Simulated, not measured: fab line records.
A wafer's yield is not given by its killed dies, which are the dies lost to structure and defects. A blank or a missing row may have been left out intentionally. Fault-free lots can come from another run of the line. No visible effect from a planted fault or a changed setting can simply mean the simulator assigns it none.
fab line records	flow n5Finfet
record lots=10	wafers=26	lastDay=19
route steps=1938 shown BEOL_M4@1111 BEOL_M12@1654 BEOL_M13@1659 PASSIVATION@1936
lots untouched by any fault: they come from a run of this same line in which no faults occurred
startH: start of the lot's first displayed wafer, in hours after the record's first day	waitH: hours since the lot's step before	" repeats the value in the row above	L1.1+2: a row that stands for several wafers	- no value present, or no start provided	* or withheld: withheld	< > ~ a bound
route shown NAME@n: names a module that has steps shown in the file, with the first one's number in the route	usual: the fault-free wafers' mean and standard deviation	same: alike in all rows	chamber/n: place in a boat	sites: each site's reading	_std_site: standard deviation of those values	_edge_site: outer sites' mean less inner sites'	radiusMm: how far each site lies from the wafer's centre	mask NAME#n: copy n	behind: tool/chamber where the wafer was last shaped	hold: why the lot was held/for how many hours/how that ended	device: the transistor (n, p or np) that didn't switch	end of line: the route-end tests of the same wafers	a step without rows: its recipe alone	killed: dies that structure and defects cost at the first sort, which is not the same as the wafer's yield	map: shows each die of a wafer: x if killed, . if not, _ if none is there
set.NAME: setting as actually run; set.NAME@STEP: the setting as run at that earlier step	model.NAME: the simulator's own value behind a step, which no gauge read
steps of the route over a sample of lots; a table a step, a row a wafer
services: a tool's chamber out of use, with start hour (startH, from the record's first day; less than 0 if before it), hours out, and reason
## steps
# step N5_BEOL_M4_RC_MEAS_101
# usual DIBL_N=36.4/2.2	DIBL_P=36.3/2.5	IOFF_N=0.17/0.052	IOFF_P=0.23/0.049	ION_N=674/17	ION_P=464/11	SS_N=71.7/0.98	SS_P=73.3/0.84	VT_N=250/4	VT_P=-249/3.8
lot.wafer	tool	chamber	startH	waitH	DIBL_N[mV/V]	DIBL_P[mV/V]	IOFF_N[nA/um]	IOFF_P[nA/um]	ION_N[uA/um]	ION_P[uA/um]	SS_N[mV/dec]	SS_P[mV/dec]	VT_N[mV]	VT_P[mV]
L359.3	prober-01	0	186.41	0.3	36.5	36.3	0.15	0.22	686	466	71.0	72.7	247	-249
L359.4	"	0	"	"	34.8	33.8	0.11	0.18	627	440	71.2	73.0	259	-257
L361.1	prober-02	0	228.12	0.0	37.2	36.4	0.19	0.25	657	448	73.0	74.4	248	-247
L361.5	"	0	"	"	38.7	39.8	0.22	0.33	654	455	72.3	75.3	247	-245
L362.2	prober-01	0	233.31	0.2	38.7	37.6	0.22	0.29	687	473	72.3	73.4	246	-240
L362.3	"	0	"	"	35.7	36.6	0.16	0.28	683	483	71.7	73.1	250	-239
L362.6	"	0	"	"	39.7	41.8	0.26	0.42	714	495	71.7	74.6	241	-238
L360.1	prober-02	0	239.10	0.0	37.6	38.8	0.21	0.33	691	477	71.3	73.8	246	-242
L360.5	"	0	"	"	36.1	35.6	0.16	0.25	686	481	71.6	73.1	251	-244
L360.6	"	0	"	"	33.2	33.2	0.12	0.21	656	464	70.8	72.4	256	-247
L365.1	prober-02	0	247.49	0.0	35.6	35.1	0.13	0.18	666	454	71.5	73.4	254	-254
L365.2	"	0	"	"	37.0	36.9	0.18	0.21	692	466	71.9	73.4	247	-249
L365.4	"	0	"	"	36.9	38.0	0.17	0.23	677	465	70.9	74.2	249	-249
L366.1	prober-01	0	259.17	0.0	33.6	34.8	0.13	0.18	650	443	72.0	73.4	253	-252
L366.2	"	0	"	"	34.4	35.8	0.15	0.20	683	464	72.2	73.1	248	-250
L366.5	"	0	"	"	34.4	36.2	0.14	0.22	651	454	71.8	73.4	253	-252
L377.1	prober-02	0	317.45	0.0	36.8	36.9	0.18	0.24	689	468	71.7	72.9	245	-248
L377.3	"	0	"	"	38.1	38.4	0.19	0.25	679	463	72.0	73.9	246	-245
L374.1	prober-01	0	321.84	0.0	38.8	38.8	0.24	0.27	700	478	71.9	74.3	243	-243
L374.2	"	0	"	"	38.0	36.3	0.21	0.22	649	447	73.6	74.4	248	-251
L374.4	"	0	"	"	38.1	37.9	0.20	0.25	688	467	72.5	73.7	245	-247
L379.1	prober-02	0	331.96	0.0	35.2	34.1	0.15	0.20	683	464	71.3	72.3	249	-251
L379.5	"	0	"	"	35.0	34.6	0.14	0.20	675	466	71.2	72.1	251	-250
L379.6	"	0	"	"	36.6	36.3	0.17	0.23	689	470	72.5	73.7	249	-249
L381.1	prober-01	0	349.46	0.7	33.5	34.5	0.12	0.19	652	459	71.2	72.9	255	-249
L381.4	"	0	"	"	34.1	34.9	0.14	0.20	674	470	70.4	71.8	248	-249
# step N5_BEOL_M12_THK_MEAS_50
# recipe thkMeasGauge=xrf	reads=Cu_of_BEOL_M12_ECD_47
# usual M12_THK=317/7
lot.wafer	tool	chamber	startH	waitH	M12_THK[nm]
L359.3	filmMetro-01	-	254.49	-	316
L359.4	"	-	"	"	308
L362.2	filmMetro-01	-	304.98	-	322
L362.3	"	-	"	"	305
L362.6	"	-	"	"	322
L361.1	filmMetro-01	-	305.56	-	303
L361.5	"	-	"	"	307
L360.1	filmMetro-01	-	310.71	-	317
L360.5	"	-	"	"	316
L360.6	"	-	"	"	312
L365.1	filmMetro-02	-	320.52	-	333
L365.2	"	-	"	"	313
L365.4	"	-	"	"	318
L366.1	filmMetro-01	-	336.79	-	317
L366.2	"	-	"	"	328
L366.5	"	-	"	"	317
L377.1	filmMetro-01	-	385.64	-	323
L377.3	"	-	"	"	313
L374.1	filmMetro-02	-	387.60	-	316
L374.2	"	-	"	"	316
L374.4	"	-	"	"	316
L379.1	filmMetro-01	-	404.99	-	313
L379.5	"	-	"	"	326
L379.6	"	-	"	"	311
L381.1	filmMetro-01	-	423.40	-	323
L381.4	"	-	"	"	317
# step N5_BEOL_M12_DEP_53
# recipe material=SiCN	targetThkA=300	tempC=withheld	precursor=3MS/NH3	pressureTorr=3	rfW=675	timeS=10.5
# usual showerheadPlenumPTorr=4.162/0.022	throttleValvePct=18.4/1.1
lot.wafer	tool	chamber	startH	waitH	showerheadPlenumPTorr	throttleValvePct
L359.3	pecvd-04	2	254.55	0.0	4.137	16.8
L359.4	"	0	"	"	4.126	17.3
L362.2	pecvd-04	0	305.05	0.0	4.134	17.4
L362.3	"	2	"	"	4.127	16.5
L362.6	"	1	"	"	4.185	19.8
L361.1	pecvd-01	0	305.62	0.0	4.183	19.3
L361.5	"	1	"	"	4.165	19.5
L360.1	pecvd-01	0	310.78	0.0	4.186	19.1
L360.5	"	0	"	"	4.178	19.4
L360.6	"	2	"	"	4.149	17.6
L365.1	pecvd-02	2	320.58	0.0	4.159	17.5
L365.2	"	1	"	"	4.174	19.3
L365.4	"	1	"	"	4.165	19.3
L366.1	pecvd-02	0	336.85	0.0	4.188	18.4
L366.2	"	1	"	"	4.175	19.2
L366.5	"	1	"	"	4.173	18.9
L377.1	pecvd-01	0	385.70	0.0	4.177	19.4
L377.3	"	2	"	"	4.152	17.9
L374.1	pecvd-04	0	387.68	0.0	4.132	17.7
L374.2	"	2	"	"	4.122	17.0
L374.4	"	2	"	"	4.128	16.7
L379.1	pecvd-01	0	405.05	0.0	4.184	19.4
L379.5	"	1	"	"	4.151	19.8
L379.6	"	0	"	"	4.192	19.6
L381.1	pecvd-02	0	423.46	0.0	4.187	18.2
L381.4	"	2	"	"	4.162	17.6
# step N5_BEOL_M13_ILD_DEP_00
# recipe material=SiOC	targetThkA=8379.2	tempC=350	precursor=DEMS/O2	pressureTorr=5	rfW=500	timeS=166.4
# usual heaterPowerW=493/71	showerheadPlenumPTorr=5.698/0.017	throttleValvePct=11.9/0.57
lot.wafer	tool	chamber	startH	waitH	heaterPowerW	showerheadPlenumPTorr	throttleValvePct
L359.3	pecvd-02	1	254.67	0.0	412	5.694	12.9
L359.4	"	0	"	"	463	5.706	12.0
L362.2	pecvd-04	1	305.17	0.0	445	5.711	12.9
L362.3	"	2	"	"	555	5.679	11.6
L362.6	"	0	"	"	603	5.675	11.6
L362.2	pecvd-04	1	305.49	0.3	448	5.717	13.2
L362.3	"	2	"	"	539	5.685	10.9
L362.6	"	0	"	"	612	5.676	11.8
L361.1	pecvd-03	0	305.75	0.0	470	5.720	11.9
L361.5	"	0	"	"	373	5.709	11.8
L360.1	pecvd-03	2	310.90	0.0	445	5.701	11.8
L360.5	"	0	"	"	439	5.723	11.7
L360.6	"	2	"	"	487	5.691	11.5
L365.1	pecvd-04	0	320.71	0.0	590	5.666	11.6
L365.2	"	2	"	"	539	5.672	11.1
L365.4	"	2	"	"	583	5.683	11.3
L365.1	pecvd-04	0	321.11	0.3	603	5.675	11.7
L365.2	"	2	"	"	547	5.688	11.3
L365.4	"	2	"	"	592	5.679	11.2
L366.1	pecvd-04	2	336.98	0.0	524	5.678	11.0
L366.2	"	0	"	"	521	5.692	11.5
L366.5	"	2	"	"	570	5.673	11.4
L366.1	pecvd-04	2	337.29	0.3	510	5.685	11.2
L366.2	"	0	"	"	515	5.687	12.1
L366.5	"	2	"	"	566	5.664	11.0
L377.1	pecvd-03	2	385.83	0.0	551	5.688	11.9
L377.3	"	1	"	"	364	5.704	12.1
L374.1	pecvd-04	0	387.82	0.0	613	5.674	11.7
L374.2	"	2	"	"	571	5.681	11.1
L374.4	"	2	"	"	600	5.687	11.3
L379.1	pecvd-02	1	405.18	0.0	387	5.718	12.7
L379.5	"	0	"	"	464	5.716	12.0
L379.6	"	2	"	"	539	5.692	11.6
L381.1	pecvd-03	0	423.59	0.0	454	5.708	12.1
L381.4	"	2	"	"	530	5.708	11.8
# step N5_BEOL_M13_THK_MEAS_01
# recipe reads=SiOC_of_BEOL_M13_ILD_DEP_00
# usual M13_ILD_THK=845/11
lot.wafer	tool	chamber	startH	waitH	M13_ILD_THK[nm]
L359.3	filmMetro-01	-	254.82	0.1	856
L359.4	"	-	"	"	857
L362.2	filmMetro-01	-	305.64	0.1	1675
L362.3	"	-	"	"	1689
L362.6	"	-	"	"	1723
L361.1	filmMetro-01	-	305.90	0.1	840
L361.5	"	-	"	"	858
L360.1	filmMetro-01	-	311.05	0.1	835
L360.5	"	-	"	"	856
L360.6	"	-	"	"	852
L365.1	filmMetro-02	-	321.26	0.1	1712
L365.2	"	-	"	"	1693
L365.4	"	-	"	"	1705
L366.1	filmMetro-01	-	337.44	0.1	1672
L366.2	"	-	"	"	1695
L366.5	"	-	"	"	1706
L377.1	filmMetro-02	-	385.98	0.1	836
L377.3	"	-	"	"	846
L374.1	filmMetro-01	-	388.03	0.2	840
L374.2	"	-	"	"	833
L374.4	"	-	"	"	844
L379.1	filmMetro-02	-	405.33	0.1	836
L379.5	"	-	"	"	834
L379.6	"	-	"	"	835
L381.1	filmMetro-01	-	423.74	0.1	849
L381.4	"	-	"	"	855
# step N5_BEOL_M13_DESCUM_15
# recipe chemistry=O2	timeS=7.9	sourcePowerW=50	biasPowerW=20	pressureMtorr=20	rfFrequencyHz=2.712e+07	tempC=40	o2FlowSccm=225
# usual drypumpMotorCurrentA=5.76/0.28	oesProductAu=0.77/0.08	rfVppV=242.7/1.4	showerheadPlenumPTorr=2.07/0.06	tempC=39.98/0.12	throttleValvePct=20.4/0.3
lot.wafer	tool	chamber	startH	waitH	drypumpMotorCurrentA	oesProductAu	rfHoursCounterH	rfVppV	showerheadPlenumPTorr	tempC	throttleValvePct
L359.3	rieDiel-06	2	255.48	0.3	6.00	0.76	143	241.9	2.03	39.96	20.7
L359.4	"	0	"	"	5.88	0.73	166	244.6	2.15	40.19	20.3
L362.2	rieDiel-05	0	306.03	0.0	5.74	0.71	219	241.7	2.07	39.90	20.5
L362.3	"	2	"	"	5.66	0.99	8	242.1	2.08	39.99	20.6
L362.6	"	2	"	"	5.69	0.97	-	242.5	2.08	40.08	20.6
L361.1	rieDiel-01	2	306.43	0.0	5.66	0.68	244	243.7	2.14	39.74	20.7
L361.5	"	1	"	"	6.11	0.80	-	244.1	2.09	39.86	20.3
L360.1	rieDiel-01	1	312.03	0.5	6.12	0.80	101	244.2	2.08	40.02	20.3
L360.5	"	2	"	"	5.66	0.68	-	245.7	2.14	40.09	20.7
L360.6	"	1	"	"	6.12	0.80	-	243.3	2.08	39.88	20.3
L365.1	rieDiel-06	0	321.65	0.0	5.91	0.71	183	243.3	2.14	39.87	20.4
L365.2	"	3	"	"	5.40	0.79	86	246.6	2.17	39.93	20.3
L365.4	"	1	"	"	6.27	0.70	244	239.5	1.96	39.93	20.2
L366.1	rieDiel-01	0	337.84	0.0	5.68	0.76	118	242.5	2.03	39.84	20.1
L366.2	"	1	"	"	6.12	0.78	111	243.0	2.08	40.22	20.3
L366.5	"	0	"	"	5.66	0.77	-	241.5	2.03	39.81	20.1
L377.1	rieDiel-05	2	386.49	0.1	5.66	0.92	30	242.1	2.07	39.84	20.7
L377.3	"	1	"	"	5.15	0.66	233	241.1	1.98	40.08	20.8
L374.1	rieDiel-05	1	388.45	0.1	5.16	0.66	234	241.0	1.98	40.06	20.9
L374.2	"	3	"	"	5.75	0.77	147	241.1	1.99	39.98	20.0
L374.4	"	0	"	"	5.79	0.69	245	243.2	2.06	39.99	20.6
L379.1	rieDiel-06	0	406.15	0.3	5.89	0.70	213	244.5	2.13	39.96	20.4
L379.5	"	1	"	"	6.26	0.94	-	245.9	2.22	39.88	19.8
L379.6	"	0	"	"	5.88	0.68	-	242.4	2.13	40.05	20.4
L381.1	rieDiel-05	3	424.13	0.0	5.74	0.75	161	243.2	1.99	39.95	20.1
L381.4	"	1	"	"	5.18	0.66	-	241.9	1.98	40.24	20.9
# step N5_BEOL_M13_CD_MEAS_17
# recipe targetCdNm=190	polarity=opening
# usual cdNm=190.5/2
lot.wafer	tool	chamber	startH	waitH	cdNm
L359.3	cdSem-01	-	256.01	0.0	192.7
L359.4	"	-	"	"	189.4
L362.2	cdSem-02	-	306.60	0.0	277.6
L362.3	"	-	"	"	281.2
L362.6	"	-	"	"	287.6
L361.1	cdSem-02	-	306.96	0.0	191.8
L361.5	"	-	"	"	188.5
L360.1	cdSem-02	-	312.64	0.0	187.1
L360.5	"	-	"	"	193.8
L360.6	"	-	"	"	190.5
L365.1	cdSem-03	-	322.19	0.0	284.0
L365.2	"	-	"	"	282.4
L365.4	"	-	"	"	280.7
L366.1	cdSem-02	-	338.36	0.0	280.3
L366.2	"	-	"	"	281.7
L366.5	"	-	"	"	283.4
L377.1	cdSem-01	-	387.01	0.0	189.9
L377.3	"	-	"	"	189.4
L374.1	cdSem-01	-	388.99	0.0	191.8
L374.2	"	-	"	"	193.6
L374.4	"	-	"	"	189.5
L379.1	cdSem-01	-	406.68	0.0	190.3
L379.5	"	-	"	"	192.8
L379.6	"	-	"	"	189.7
L381.1	cdSem-03	-	424.66	0.0	192.9
L381.4	"	-	"	"	193.4
# step N5_PASSIVATION_PROBE_49
# usual defectLimitedYield=91.2/1.4	killed_at_M0_to_M3=34/9.3	killed_at_M4_up=14/5.9	killedAtContacts=14/5.7	killedAtFrontEnd=38/10	killedAtOther=4/3.2	killedDies=104/17	killedOnRim=14/4	killedOpen=67/13	killedShort=33/6.9	sort_bin_5_function=5.2/1	sort_bin_6_memory=3.3/0.61	sort_bin_8_speed=0.3/1.8	sortNPass=1069/52	sortYieldPct=91/4.4
# same grossDies=1180	killedAtBackSide=0	sort_bin_4_leakage[%]=0
lot.wafer	tool	chamber	startH	waitH	defectLimitedYield[%]	killed_at_M0_to_M3	killed_at_M4_up	killedAtContacts	killedAtFrontEnd	killedAtOther	killedDies	killedOnRim	killedOpen	killedShort	sort_bin_5_function[%]	sort_bin_6_memory[%]	sort_bin_8_speed[%]	sortNPass	sortYieldPct[%]
L362.2	prober-01	-	332.20	0.1	0.3	5	1162	1	4	4	1176	151	9	8	71.6	3.1	0	4	0
L362.3	prober-01	-	332.25	0.1	0.5	5	1160	1	8	0	1174	151	9	8	71.6	3.6	0	6	1
L362.6	prober-01	-	332.40	0.3	0.7	2	1165	1	4	0	1172	150	5	3	71.9	2.8	0	8	1
L365.1	prober-01	-	354.91	0.0	0.5	2	1166	1	5	0	1174	152	4	5	72.6	2.9	0	6	1
L365.2	prober-01	-	354.96	0.1	0.2	6	1160	3	9	0	1178	152	14	7	71.6	3.0	0	2	0
L365.4	prober-01	-	355.06	0.2	0.2	3	1168	5	2	0	1178	152	9	5	73.6	3.3	0	2	0
L366.1	prober-01	-	371.95	0.0	0.6	5	1160	0	8	0	1173	151	12	5	74.3	3.3	0	7	1
L366.2	prober-01	-	372.00	0.1	0.8	7	1151	2	10	1	1171	151	13	8	72.8	3.3	0	9	1
L366.5	prober-01	-	372.15	0.2	0.3	9	1156	1	11	0	1177	151	11	9	73.0	2.8	0	3	0
# killed by level:class
L362.2 BEOL_M13:wornMaskJoined=1159 BEOL_M0_SAQP:geometricParticle:short=5 STI_FIN_REVEAL:geometricParticle:open=3 FIN_SAQP:geometricParticle:open=1 BEOL_M5:geometricParticle:open=1 MOL_CONTACT_COAG:geometricParticle:open=1 BEOL_M4:geometricParticle:short=1 BEOL_M10:geometricParticle:open=1
L362.3 BEOL_M13:wornMaskJoined=1157 BEOL_M4:geometricParticle:open=3 DUMMY_GATE:geometricParticle:open=2 BEOL_M3:geometricParticle:open=2 STI_FIN_REVEAL:geometricParticle:open=1 SD_EPI_N:geometricParticle:short=1 ILD0:geometricParticle:short=1 GATE_CUT:geometricParticle:open=1
L362.6 BEOL_M13:wornMaskJoined=1164 DUMMY_GATE:geometricParticle:open=1 GATE_CUT:geometricParticle:open=1 MOL_CONTACT_COAG:geometricParticle:open=1 BEOL_M0:geometricParticle:short=1 BEOL_M3:geometricParticle:open=1 BEOL_M4:geometricParticle:short=1 STARTING-WAFER:geometricParticle:open=1
L365.1 BEOL_M13:wornMaskJoined=1164 DUMMY_GATE:geometricParticle:open=2 GATE_CUT:geometricParticle:short=2 BEOL_M0_SAQP:geometricParticle:short=2 FIN_SAQP:geometricParticle:open=1 MOL_CONTACT_COAG:geometricParticle:open=1 BEOL_M8:geometricParticle:short=1 BEOL_M6:coatMicrobubblePrinted=1
L365.2 BEOL_M13:wornMaskJoined=1157 FIN_SAQP:geometricParticle:short=4 FIN_SAQP:geometricParticle:open=3 MOL_CONTACT_COAG:geometricParticle:open=3 BEOL_M1:geometricParticle:open=3 BEOL_M2:geometricParticle:open=2 STI_FIN_REVEAL:geometricParticle:short=1 STI_FIN_REVEAL:geometricParticle:open=1
L365.4 BEOL_M13:wornMaskJoined=1164 MOL_CONTACT_COAG:geometricParticle:open=5 BEOL_M0_SAQP:geometricParticle:short=2 BEOL_M4:geometricParticle:short=2 DUMMY_GATE:geometricParticle:open=1 STARTING-WAFER:geometricParticle:open=1 BEOL_M0:geometricParticle:short=1 BEOL_M4:geometricParticle:open=1
L366.1 BEOL_M13:wornMaskJoined=1156 DUMMY_GATE:geometricParticle:open=3 STI_FIN_REVEAL:geometricParticle:open=1 SPACER0:geometricParticle:open=1 GATE_CUT:geometricParticle:short=1 GATE_CUT:geometricParticle:open=1 BEOL_M0_SAQP:geometricParticle:short=1 BEOL_M0_SAQP:geometricParticle:open=1
L366.2 BEOL_M13:wornMaskJoined=1149 FIN_SAQP:geometricParticle:open=3 FIN_SAQP:geometricParticle:short=2 BEOL_M2:geometricParticle:open=2 DUMMY_GATE:geometricParticle:open=1 ILD0:geometricParticle:open=1 SDB:geometricParticle:open=1 GATE_CUT:geometricParticle:short=1
L366.5 BEOL_M13:wornMaskJoined=1155 FIN_SAQP:geometricParticle:short=5 DUMMY_GATE:geometricParticle:open=3 BEOL_M0_SAQP:geometricParticle:open=3 BEOL_M0_CUTY:coatMicrobubblePrinted=2 SDB:geometricParticle:open=1 GATE_CUT:geometricParticle:short=1 MOL_CONTACT_COAG:geometricParticle:open=1
## services
tool	chamber	startH	hours	kind
rieDiel-01	3	231.16	2.1	repair
pecvd-02	-	243.26	0.3	repair
rieDiel-01	1	243.55	4.0	repair
rieDiel-05	2	245.07	-	clean
rieDiel-05	2	245.07	-	consumableReplace:focusRing
rieDiel-05	2	245.07	17.8	scheduledDown
pecvd-03	-	246.62	0.8	repair
pecvd-04	2	262.03	15.0	repair
pecvd-04	-	269.34	2.8	pm
pecvd-04	2	281.82	5.5	scheduledDown
rieDiel-05	2	283.64	2.9	repair
rieDiel-05	2	290.80	7.5	repair
pecvd-02	0	305.05	5.5	scheduledDown
rieDiel-05	2	344.91	8.1	repair
rieDiel-01	1	352.91	9.1	repair
pecvd-01	1	355.77	5.0	repair
rieDiel-01	0	360.33	9.2	repair
pecvd-04	-	363.16	6.0	pm
pecvd-02	1	373.58	2.1	scheduledDown
pecvd-04	1	383.62	-	clean
pecvd-04	1	383.62	-	consumableReplace:showerhead
pecvd-04	1	383.62	29.0	scheduledDown
pecvd-04	1	383.62	29.0	ventCycle
pecvd-04	0	401.69	5.5	scheduledDown
## key
firstSign step=N5_BEOL_M13_ILD_DEP_00	reading=visit	direction=added
effect step=N5_BEOL_M13_THK_MEAS_01	reading=M13_ILD_THK	direction=up	sigmas=79	usual=845	struck=1697
effect step=N5_BEOL_M13_CD_MEAS_17	reading=cdNm	direction=up	sigmas=47	usual=190.5	struck=282.1
effect step=N5_PASSIVATION_PROBE_49	reading=killed_at_M4_up	direction=up	sigmas=99+	usual=14	struck=1161
metAt N5_BEOL_M13_ILD_DEP_00
struckLots L362,L365,L366
notActingAt N5_BEOL_M12_THK_MEAS_50,N5_BEOL_M12_DEP_53,N5_BEOL_M13_DESCUM_15
fault kind=repeatedStepWhole	tool=pecvd-02,pecvd-03,pecvd-04	chamber=-	onsetH=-	steps=N5_BEOL_M13_ILD_DEP_00	times=1	scope=struckLotsOnly
